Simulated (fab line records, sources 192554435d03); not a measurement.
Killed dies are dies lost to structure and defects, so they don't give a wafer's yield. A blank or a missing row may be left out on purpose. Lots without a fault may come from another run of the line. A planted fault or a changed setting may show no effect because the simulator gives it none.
Which tool is to blame? || flow n5_finfet || 11 lots with 30 wafers sampled at 6 steps, on a route of 1938 steps

== WHAT EACH GAUGE READ, for each wafer ==
N5_WELL_APT_INSPECT_10: inspects for defects (macro). Usual: 2.0 for raw_defect_count, sd 1.4.
{"lot": "L422", "measured": "day 1 19:40", "on": "defect_inspect-01", "raw_defect_count": "0 1 0", "flag": ""}
{"lot": "L423", "measured": "day 2 01:38", "on": "defect_inspect-01", "raw_defect_count": "3 2", "flag": ""}
{"lot": "L426", "measured": "day 2 19:56", "on": "defect_inspect-02", "raw_defect_count": "1 1 1", "flag": ""}
{"lot": "L429", "measured": "day 3 13:55", "on": "defect_inspect-01", "raw_defect_count": "4 3 3", "flag": ""}
{"lot": "L430", "measured": "day 3 19:44", "on": "defect_inspect-02", "raw_defect_count": "0 1 2", "flag": ""}
{"lot": "L433", "measured": "day 4 13:48", "on": "defect_inspect-02", "raw_defect_count": "2 2 1", "flag": ""}
{"lot": "L434", "measured": "day 4 19:47", "on": "defect_inspect-02", "raw_defect_count": "0 4", "flag": ""}
{"lot": "L437", "measured": "day 5 13:37", "on": "defect_inspect-01", "raw_defect_count": "2 0 4", "flag": ""}
{"lot": "L441", "measured": "day 6 13:44", "on": "defect_inspect-02", "raw_defect_count": "2 4 1", "flag": ""}
{"lot": "L442", "measured": "day 6 19:52", "on": "defect_inspect-02", "raw_defect_count": "3 1", "flag": ""}
{"lot": "L444", "measured": "day 7 07:41", "on": "defect_inspect-02", "raw_defect_count": "1 1 1", "flag": ""}

N5_PMOS_HMC_CHANNEL_EPI_THK_MEAS_22. Usual: HMC_CMP_THK typically reads 53.8 nm, with standard deviation 0.9.
{"lot": "L422", "measured": "day 2 01:47", "on": "film_metro-01", "HMC_CMP_THK (nm)": "55.0 54.0 55.2", "flag": ""}
{"lot": "L423", "measured": "day 2 07:35", "on": "film_metro-01", "HMC_CMP_THK (nm)": "53.9 52.8", "flag": ""}
{"lot": "L426", "measured": "day 3 02:02", "on": "film_metro-01", "HMC_CMP_THK (nm)": "36.5 35.7 36.0", "flag": "OFF"}
{"lot": "L429", "measured": "day 3 19:56", "on": "film_metro-01", "HMC_CMP_THK (nm)": "36.4 36.4 37.1", "flag": "OFF"}
{"lot": "L430", "measured": "day 4 01:56", "on": "film_metro-01", "HMC_CMP_THK (nm)": "55.1 53.9 54.6", "flag": ""}
{"lot": "L433", "measured": "day 4 19:36", "on": "film_metro-01", "HMC_CMP_THK (nm)": "53.1 54.0 54.8", "flag": ""}
{"lot": "L434", "measured": "day 5 02:47", "on": "film_metro-02", "HMC_CMP_THK (nm)": "53.8 54.0", "flag": ""}
{"lot": "L437", "measured": "day 5 19:41", "on": "film_metro-01", "HMC_CMP_THK (nm)": "55.5 53.7 55.7", "flag": ""}
{"lot": "L441", "measured": "day 6 19:48", "on": "film_metro-01", "HMC_CMP_THK (nm)": "54.0 53.7 53.1", "flag": ""}
{"lot": "L442", "measured": "day 7 02:22", "on": "film_metro-01", "HMC_CMP_THK (nm)": "53.4 53.8", "flag": ""}
{"lot": "L444", "measured": "day 7 13:48", "on": "film_metro-02", "HMC_CMP_THK (nm)": "54.2 54.5 52.2", "flag": ""}

N5_BEOL_M4_RC_MEAS_101. Usual: DIBL_N 36.3 mV/V, standard deviation 1.6; DIBL_P 36.2 mV/V, standard deviation 2.1; IOFF_N 0.16 nA/um, standard deviation 0.031; IOFF_P 0.21 nA/um, standard deviation 0.034; ION_N 673 uA/um, standard deviation 11; ION_P 461 uA/um, standard deviation 7.4; SS_N 71.6 mV/dec, standard deviation 0.55; SS_P 73.3 mV/dec, standard deviation 0.66; VT_N 251 mV, standard deviation 3.2; VT_P -251 mV, standard deviation 3.5.
{"lot": "L422", "measured": "day 7 15:59", "on": "prober-02", "DIBL_N (mV/V)": "36.3 36.8 38.4", "DIBL_P (mV/V)": "36.0 36.5 37.9", "IOFF_N (nA/um)": "0.14 0.14 0.17", "IOFF_P (nA/um)": "0.21 0.21 0.25", "ION_N (uA/um)": "683 665 676", "ION_P (uA/um)": "471 462 464", "SS_N (mV/dec)": "71.0 71.5 71.2", "SS_P (mV/dec)": "73.8 73.4 74.0", "VT_N (mV)": "254 253 250", "VT_P (mV)": "-254 -253 -251", "flag": ""}
{"lot": "L423", "measured": "day 7 19:15", "on": "prober-02", "DIBL_N (mV/V)": "33.4 35.0", "DIBL_P (mV/V)": "33.4 36.1", "IOFF_N (nA/um)": "0.12 0.15", "IOFF_P (nA/um)": "0.15 0.20", "ION_N (uA/um)": "664 661", "ION_P (uA/um)": "452 453", "SS_N (mV/dec)": "70.8 71.6", "SS_P (mV/dec)": "72.9 73.3", "VT_N (mV)": "258 249", "VT_P (mV)": "-254 -251", "flag": ""}
{"lot": "L429", "measured": "day 9 17:38", "on": "prober-01", "DIBL_N (mV/V)": "35.7 34.9 35.7", "DIBL_P (mV/V)": "35.1 33.0 33.3", "IOFF_N (nA/um)": "0.15 0.12 0.14", "IOFF_P (nA/um)": "0.17 0.15 0.15", "ION_N (uA/um)": "682 653 677", "ION_P (uA/um)": "392 385 393", "SS_N (mV/dec)": "70.8 71.0 70.8", "SS_P (mV/dec)": "72.8 73.1 72.8", "VT_N (mV)": "251 255 251", "VT_P (mV)": "-257 -259 -260", "flag": "OFF"}
{"lot": "L430", "measured": "day 9 14:40", "on": "prober-02", "DIBL_N (mV/V)": "34.8 36.3 37.1", "DIBL_P (mV/V)": "35.7 37.0 38.3", "IOFF_N (nA/um)": "0.14 0.16 0.18", "IOFF_P (nA/um)": "0.18 0.19 0.22", "ION_N (uA/um)": "652 679 665", "ION_P (uA/um)": "452 461 455", "SS_N (mV/dec)": "70.9 71.2 71.7", "SS_P (mV/dec)": "72.8 73.4 74.2", "VT_N (mV)": "247 250 246", "VT_P (mV)": "-252 -254 -250", "flag": ""}
{"lot": "L433", "measured": "day 10 13:17", "on": "prober-02", "DIBL_N (mV/V)": "34.2 36.8 36.3", "DIBL_P (mV/V)": "36.2 39.3 38.6", "IOFF_N (nA/um)": "0.13 0.18 0.17", "IOFF_P (nA/um)": "0.19 0.24 0.24", "ION_N (uA/um)": "672 669 689", "ION_P (uA/um)": "466 461 475", "SS_N (mV/dec)": "70.9 72.6 71.2", "SS_P (mV/dec)": "72.7 73.5 74.0", "VT_N (mV)": "253 246 247", "VT_P (mV)": "-252 -248 -247", "flag": ""}
{"lot": "L434", "measured": "day 10 20:37", "on": "prober-01", "DIBL_N (mV/V)": "38.2 35.9", "DIBL_P (mV/V)": "37.3 35.5", "IOFF_N (nA/um)": "0.17 0.14", "IOFF_P (nA/um)": "0.19 0.17", "ION_N (uA/um)": "673 669", "ION_P (uA/um)": "450 451", "SS_N (mV/dec)": "72.4 70.9", "SS_P (mV/dec)": "73.8 72.5", "VT_N (mV)": "249 252", "VT_P (mV)": "-257 -256", "flag": ""}
{"lot": "L437", "measured": "day 11 05:26", "on": "prober-02", "DIBL_N (mV/V)": "37.3 33.8 35.9", "DIBL_P (mV/V)": "38.7 33.8 36.8", "IOFF_N (nA/um)": "0.19 0.12 0.17", "IOFF_P (nA/um)": "0.27 0.20 0.24", "ION_N (uA/um)": "687 680 680", "ION_P (uA/um)": "475 476 469", "SS_N (mV/dec)": "71.9 70.7 71.6", "SS_P (mV/dec)": "73.0 72.2 73.1", "VT_N (mV)": "245 252 247", "VT_P (mV)": "-241 -248 -244", "flag": ""}
{"lot": "L441", "measured": "day 12 09:29", "on": "prober-01", "DIBL_N (mV/V)": "36.9 33.8 36.6", "DIBL_P (mV/V)": "37.1 33.7 37.1", "IOFF_N (nA/um)": "0.16 0.11 0.16", "IOFF_P (nA/um)": "0.18 0.13 0.17", "ION_N (uA/um)": "670 662 682", "ION_P (uA/um)": "454 446 459", "SS_N (mV/dec)": "71.6 70.9 71.5", "SS_P (mV/dec)": "73.1 72.7 73.2", "VT_N (mV)": "251 256 249", "VT_P (mV)": "-258 -262 -258", "flag": ""}
{"lot": "L442", "measured": "day 12 17:08", "on": "prober-01", "DIBL_N (mV/V)": "36.8 38.1", "DIBL_P (mV/V)": "35.2 37.4", "IOFF_N (nA/um)": "0.15 0.17", "IOFF_P (nA/um)": "0.19 0.21", "ION_N (uA/um)": "667 689", "ION_P (uA/um)": "454 464", "SS_N (mV/dec)": "71.3 71.6", "SS_P (mV/dec)": "73.0 74.0", "VT_N (mV)": "253 246", "VT_P (mV)": "-254 -253", "flag": ""}
{"lot": "L444", "measured": "day 13 10:01", "on": "prober-01", "DIBL_N (mV/V)": "37.9 39.1 39.1", "DIBL_P (mV/V)": "38.5 41.1 41.7", "IOFF_N (nA/um)": "0.19 0.23 0.25", "IOFF_P (nA/um)": "0.23 0.28 0.29", "ION_N (uA/um)": "687 697 708", "ION_P (uA/um)": "466 472 478", "SS_N (mV/dec)": "71.7 73.3 72.5", "SS_P (mV/dec)": "74.6 74.0 74.3", "VT_N (mV)": "248 245 243", "VT_P (mV)": "-249 -248 -248", "flag": ""}

== WHAT TOOL EACH LOT RAN ON (gives the tool, then ch and the chambers of the sampled wafers, and finally the start) ==
{"lot": "L422", "N5_WELL_APT_DESCUM_13": "rie_diel-04 ch 0,3, day 1 19:45", "N5_PMOS_HMC_CHANNEL_EPI_DESCUM_14": "rie_diel-05 ch 0,1, day 1 23:16", "N5_PMOS_HMC_CHANNEL_EPI_FIN_RECESS_16": "rie_si-01 ch 0,2,3, day 1 23:59"}
{"lot": "L423", "N5_WELL_APT_DESCUM_13": "rie_diel-06 ch 2,3, day 2 01:46", "N5_PMOS_HMC_CHANNEL_EPI_DESCUM_14": "rie_diel-03 ch 1, day 2 05:17", "N5_PMOS_HMC_CHANNEL_EPI_FIN_RECESS_16": "rie_si-06 ch 0,2, day 2 05:44"}
{"lot": "L426", "N5_WELL_APT_DESCUM_13": "rie_diel-02 ch 0,1,2, day 2 19:58", "N5_PMOS_HMC_CHANNEL_EPI_DESCUM_14": "rie_diel-01 ch 2,3, day 2 23:40", "N5_PMOS_HMC_CHANNEL_EPI_FIN_RECESS_16": "rie_si-06 ch 1,2,3, day 3 00:07"}
{"lot": "L429", "N5_WELL_APT_DESCUM_13": "rie_diel-04 ch 0,1,2, day 3 14:00", "N5_PMOS_HMC_CHANNEL_EPI_DESCUM_14": "rie_diel-01 ch 0,1,3, day 3 17:26", "N5_PMOS_HMC_CHANNEL_EPI_FIN_RECESS_16": "rie_si-06 ch 0,1,2, day 3 18:05"}
{"lot": "L430", "N5_WELL_APT_DESCUM_13": "rie_diel-04 ch 0,1, day 3 19:46", "N5_PMOS_HMC_CHANNEL_EPI_DESCUM_14": "rie_diel-03 ch 2,3, day 3 23:40", "N5_PMOS_HMC_CHANNEL_EPI_FIN_RECESS_16": "rie_si-01 ch 0,3, day 4 00:08"}
{"lot": "L433", "N5_WELL_APT_DESCUM_13": "rie_diel-04 ch 1,2,3, day 4 14:01", "N5_PMOS_HMC_CHANNEL_EPI_DESCUM_14": "rie_diel-05 ch 0,1,3, day 4 17:20", "N5_PMOS_HMC_CHANNEL_EPI_FIN_RECESS_16": "rie_si-02 ch 0,2,3, day 4 17:48"}
{"lot": "L434", "N5_WELL_APT_DESCUM_13": "rie_diel-06 ch 0,3, day 4 19:51", "N5_PMOS_HMC_CHANNEL_EPI_DESCUM_14": "rie_diel-03 ch 0,2, day 4 23:36", "N5_PMOS_HMC_CHANNEL_EPI_FIN_RECESS_16": "rie_si-01 ch 1,3, day 5 00:03"}
{"lot": "L437", "N5_WELL_APT_DESCUM_13": "rie_diel-06 ch 0,3, day 5 13:40", "N5_PMOS_HMC_CHANNEL_EPI_DESCUM_14": "rie_diel-03 ch 0,2,3, day 5 17:02", "N5_PMOS_HMC_CHANNEL_EPI_FIN_RECESS_16": "rie_si-01 ch 1,2, day 5 17:29"}
{"lot": "L441", "N5_WELL_APT_DESCUM_13": "rie_diel-06 ch 0,2, day 6 13:49", "N5_PMOS_HMC_CHANNEL_EPI_DESCUM_14": "rie_diel-01 ch 0,1,2, day 6 17:06", "N5_PMOS_HMC_CHANNEL_EPI_FIN_RECESS_16": "rie_si-02 ch 0,1,3, day 6 17:33"}
{"lot": "L442", "N5_WELL_APT_DESCUM_13": "rie_diel-04 ch 1,3, day 6 20:14", "N5_PMOS_HMC_CHANNEL_EPI_DESCUM_14": "rie_diel-01 ch 0, day 7 00:07", "N5_PMOS_HMC_CHANNEL_EPI_FIN_RECESS_16": "rie_si-02 ch 0,1, day 7 00:34"}
{"lot": "L444", "N5_WELL_APT_DESCUM_13": "rie_diel-06 ch 0,3, day 7 07:44", "N5_PMOS_HMC_CHANNEL_EPI_DESCUM_14": "rie_diel-05 ch 0,1, day 7 11:08", "N5_PMOS_HMC_CHANNEL_EPI_FIN_RECESS_16": "rie_si-02 ch 1,2,3, day 7 11:36"}
- N5_WELL_APT_DESCUM_13: chemistry O2, time 7.9 s.
- N5_PMOS_HMC_CHANNEL_EPI_DESCUM_14: chemistry O2, time 7.9 s.
- N5_PMOS_HMC_CHANNEL_EPI_FIN_RECESS_16: chemistry HBr/Cl2, target Si, target depth 54 nm, time 18 s.

== AS READ BY THE TOOLS THEMSELVES (means over the sampled wafers that have a number; for cases with no such wafer, the mark the record gives instead) ==
N5_WELL_APT_DESCUM_13. Usual: drypump_motor_current_A 5.8 A, standard deviation 0.37; oes_product_au 0.77 a.u., standard deviation 0.089; rf_vpp_V 243.1 V, standard deviation 1.4; showerhead_plenum_p_Torr 2.09 Torr, standard deviation 0.064; throttle_valve_pct 20.58 %, standard deviation 0.22.
{"lot": "L422", "tool": "rie_diel-04", "drypump_motor_current_A (A)": 6.0, "oes_product_au (a.u.)": 0.82, "rf_vpp_V (V)": 242.4, "showerhead_plenum_p_Torr (Torr)": 2.07, "throttle_valve_pct (%)": 20.48, "flag": ""}
{"lot": "L423", "tool": "rie_diel-06", "drypump_motor_current_A (A)": 5.6, "oes_product_au (a.u.)": 0.74, "rf_vpp_V (V)": 243.0, "showerhead_plenum_p_Torr (Torr)": 2.04, "throttle_valve_pct (%)": 20.76, "flag": ""}
{"lot": "L426", "tool": "rie_diel-02", "drypump_motor_current_A (A)": 5.3, "oes_product_au (a.u.)": 0.73, "rf_vpp_V (V)": 243.5, "showerhead_plenum_p_Torr (Torr)": 2.14, "throttle_valve_pct (%)": 20.63, "flag": ""}
{"lot": "L429", "tool": "rie_diel-04", "drypump_motor_current_A (A)": 6.0, "oes_product_au (a.u.)": 0.86, "rf_vpp_V (V)": 242.4, "showerhead_plenum_p_Torr (Torr)": 2.06, "throttle_valve_pct (%)": 20.34, "flag": ""}
{"lot": "L430", "tool": "rie_diel-04", "drypump_motor_current_A (A)": 5.7, "oes_product_au (a.u.)": 0.92, "rf_vpp_V (V)": 244.1, "showerhead_plenum_p_Torr (Torr)": 2.10, "throttle_valve_pct (%)": 20.35, "flag": ""}
{"lot": "L433", "tool": "rie_diel-04", "drypump_motor_current_A (A)": 5.8, "oes_product_au (a.u.)": 0.82, "rf_vpp_V (V)": 243.1, "showerhead_plenum_p_Torr (Torr)": 2.07, "throttle_valve_pct (%)": 20.43, "flag": ""}
{"lot": "L434", "tool": "rie_diel-06", "drypump_motor_current_A (A)": 5.9, "oes_product_au (a.u.)": 0.70, "rf_vpp_V (V)": 242.8, "showerhead_plenum_p_Torr (Torr)": 2.10, "throttle_valve_pct (%)": 20.72, "flag": ""}
{"lot": "L437", "tool": "rie_diel-06", "drypump_motor_current_A (A)": 6.0, "oes_product_au (a.u.)": 0.68, "rf_vpp_V (V)": 243.5, "showerhead_plenum_p_Torr (Torr)": 2.11, "throttle_valve_pct (%)": 20.64, "flag": ""}
{"lot": "L441", "tool": "rie_diel-06", "drypump_motor_current_A (A)": 5.7, "oes_product_au (a.u.)": 0.68, "rf_vpp_V (V)": 243.0, "showerhead_plenum_p_Torr (Torr)": 2.08, "throttle_valve_pct (%)": 20.53, "flag": ""}
{"lot": "L442", "tool": "rie_diel-04", "drypump_motor_current_A (A)": 5.6, "oes_product_au (a.u.)": 0.82, "rf_vpp_V (V)": 242.9, "showerhead_plenum_p_Torr (Torr)": 2.10, "throttle_valve_pct (%)": 20.52, "flag": ""}
{"lot": "L444", "tool": "rie_diel-06", "drypump_motor_current_A (A)": 5.9, "oes_product_au (a.u.)": 0.68, "rf_vpp_V (V)": 243.2, "showerhead_plenum_p_Torr (Torr)": 2.08, "throttle_valve_pct (%)": 20.84, "flag": ""}

N5_PMOS_HMC_CHANNEL_EPI_DESCUM_14. Usual: drypump_motor_current_A 5.6 A, standard deviation 0.5; oes_product_au 0.80 a.u., standard deviation 0.091; rf_vpp_V 243.2 V, standard deviation 1.3; showerhead_plenum_p_Torr 2.10 Torr, standard deviation 0.073; throttle_valve_pct 20.43 %, standard deviation 0.21.
{"lot": "L422", "tool": "rie_diel-05", "drypump_motor_current_A (A)": 5.9, "oes_product_au (a.u.)": 0.87, "rf_vpp_V (V)": 242.4, "showerhead_plenum_p_Torr (Torr)": 2.14, "throttle_valve_pct (%)": 20.23, "flag": ""}
{"lot": "L423", "tool": "rie_diel-03", "drypump_motor_current_A (A)": 6.1, "oes_product_au (a.u.)": 0.69, "rf_vpp_V (V)": 243.1, "showerhead_plenum_p_Torr (Torr)": 2.05, "throttle_valve_pct (%)": 20.49, "flag": ""}
{"lot": "L426", "tool": "rie_diel-01", "drypump_motor_current_A (A)": 5.3, "oes_product_au (a.u.)": 0.73, "rf_vpp_V (V)": 242.2, "showerhead_plenum_p_Torr (Torr)": 2.02, "throttle_valve_pct (%)": 20.48, "flag": ""}
{"lot": "L429", "tool": "rie_diel-01", "drypump_motor_current_A (A)": 5.3, "oes_product_au (a.u.)": 0.86, "rf_vpp_V (V)": 242.9, "showerhead_plenum_p_Torr (Torr)": 2.10, "throttle_valve_pct (%)": 20.42, "flag": ""}
{"lot": "L430", "tool": "rie_diel-03", "drypump_motor_current_A (A)": 5.2, "oes_product_au (a.u.)": 0.77, "rf_vpp_V (V)": 243.0, "showerhead_plenum_p_Torr (Torr)": 2.08, "throttle_valve_pct (%)": 20.41, "flag": ""}
{"lot": "L433", "tool": "rie_diel-05", "drypump_motor_current_A (A)": 5.8, "oes_product_au (a.u.)": 0.79, "rf_vpp_V (V)": 243.0, "showerhead_plenum_p_Torr (Torr)": 2.12, "throttle_valve_pct (%)": 20.28, "flag": ""}
{"lot": "L434", "tool": "rie_diel-03", "drypump_motor_current_A (A)": 5.5, "oes_product_au (a.u.)": 0.77, "rf_vpp_V (V)": 242.9, "showerhead_plenum_p_Torr (Torr)": 2.06, "throttle_valve_pct (%)": 20.49, "flag": ""}
{"lot": "L437", "tool": "rie_diel-03", "drypump_motor_current_A (A)": 5.4, "oes_product_au (a.u.)": 0.76, "rf_vpp_V (V)": 242.2, "showerhead_plenum_p_Torr (Torr)": 2.10, "throttle_valve_pct (%)": 20.51, "flag": ""}
{"lot": "L441", "tool": "rie_diel-01", "drypump_motor_current_A (A)": 5.2, "oes_product_au (a.u.)": 0.82, "rf_vpp_V (V)": 244.2, "showerhead_plenum_p_Torr (Torr)": 2.11, "throttle_valve_pct (%)": 20.60, "flag": ""}
{"lot": "L442", "tool": "rie_diel-01", "drypump_motor_current_A (A)": 4.9, "oes_product_au (a.u.)": 0.88, "rf_vpp_V (V)": 243.8, "showerhead_plenum_p_Torr (Torr)": 2.13, "throttle_valve_pct (%)": 20.48, "flag": ""}
{"lot": "L444", "tool": "rie_diel-05", "drypump_motor_current_A (A)": 5.9, "oes_product_au (a.u.)": 0.82, "rf_vpp_V (V)": 244.5, "showerhead_plenum_p_Torr (Torr)": 2.13, "throttle_valve_pct (%)": 20.26, "flag": ""}

N5_PMOS_HMC_CHANNEL_EPI_FIN_RECESS_16. Usual: drypump_motor_current_A 5.5 A, standard deviation 0.54; oes_product_au 0.995 a.u., standard deviation 0.02; throttle_valve_pct 35.5 %, standard deviation 0.38.
{"lot": "L422", "tool": "rie_si-01", "drypump_motor_current_A (A)": 5.8, "oes_product_au (a.u.)": 0.993, "throttle_valve_pct (%)": 35.3, "flag": ""}
{"lot": "L423", "tool": "rie_si-06", "drypump_motor_current_A (A)": 5.1, "oes_product_au (a.u.)": 1.018, "throttle_valve_pct (%)": 35.6, "flag": ""}
{"lot": "L426", "tool": "rie_si-06", "drypump_motor_current_A (A)": 5.4, "oes_product_au (a.u.)": 0.803, "throttle_valve_pct (%)": 35.9, "flag": "OFF"}
{"lot": "L429", "tool": "rie_si-06", "drypump_motor_current_A (A)": 5.5, "oes_product_au (a.u.)": 0.821, "throttle_valve_pct (%)": 35.8, "flag": "OFF"}
{"lot": "L430", "tool": "rie_si-01", "drypump_motor_current_A (A)": 6.1, "oes_product_au (a.u.)": 1.000, "throttle_valve_pct (%)": 35.2, "flag": ""}
{"lot": "L433", "tool": "rie_si-02", "drypump_motor_current_A (A)": 5.6, "oes_product_au (a.u.)": 0.990, "throttle_valve_pct (%)": 35.5, "flag": ""}
{"lot": "L434", "tool": "rie_si-01", "drypump_motor_current_A (A)": 5.2, "oes_product_au (a.u.)": 0.990, "throttle_valve_pct (%)": 35.0, "flag": ""}
{"lot": "L437", "tool": "rie_si-01", "drypump_motor_current_A (A)": 5.4, "oes_product_au (a.u.)": 0.992, "throttle_valve_pct (%)": 35.2, "flag": ""}
{"lot": "L441", "tool": "rie_si-02", "drypump_motor_current_A (A)": 5.3, "oes_product_au (a.u.)": 0.991, "throttle_valve_pct (%)": 35.6, "flag": ""}
{"lot": "L442", "tool": "rie_si-02", "drypump_motor_current_A (A)": 5.2, "oes_product_au (a.u.)": 1.001, "throttle_valve_pct (%)": 35.2, "flag": ""}
{"lot": "L444", "tool": "rie_si-02", "drypump_motor_current_A (A)": 5.8, "oes_product_au (a.u.)": 0.995, "throttle_valve_pct (%)": 35.7, "flag": ""}

== THE ANSWER, worked out from the rows above alone ==
Rule: take the mean of a lot's wafers that have a number; if it is more than 3 standard deviations from the usual mean, the lot is off. A lot without any number at a reading at which 4 lots or more have one is off too. Where the step has rows for the other lots, those lots are counted as sound. First the gauges in route order, then the tools' own readings, where a lot's mean is used as printed above. The first step at which some lot is off is used, and at that step the reading that is off furthest; a lot without a number counts as furthest.
Off: at N5_PMOS_HMC_CHANNEL_EPI_THK_MEAS_22 (HMC_CMP_THK), L426, L429.
If a tool, at a process step before that reading, ran all the lots that are off and no sound lot after the first of them, it fits. Not tried: the gauges at N5_PMOS_HMC_CHANNEL_EPI_THK_MEAS_22; whatever is off there is also off at N5_PMOS_HMC_CHANNEL_EPI_FIN_RECESS_16, on other tools, and gauge error can't account for it. One fits: rie_si-06 at N5_PMOS_HMC_CHANNEL_EPI_FIN_RECESS_16. A fault onset in the window from L423 (day 2 05:44, its last sound lot) to L426 (day 3 00:07, its first lot off) fits.
On the lots that are off, the tool's own readings at N5_PMOS_HMC_CHANNEL_EPI_FIN_RECESS_16 differ by more than 5 times the standard deviation of the sound lots' means, which bears it out; oes_product_au reads 0.812 a.u. there versus 0.997 a.u. on the sound lots.

== WHAT WAS PUT IN BY THE SIMULATOR ==
Drift in process parameters on rie_si-06 at N5_PMOS_HMC_CHANNEL_EPI_FIN_RECESS_16, starting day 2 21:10. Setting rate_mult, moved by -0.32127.
Struck lots among those shown: L426, L429. This agrees with what the rule above found.
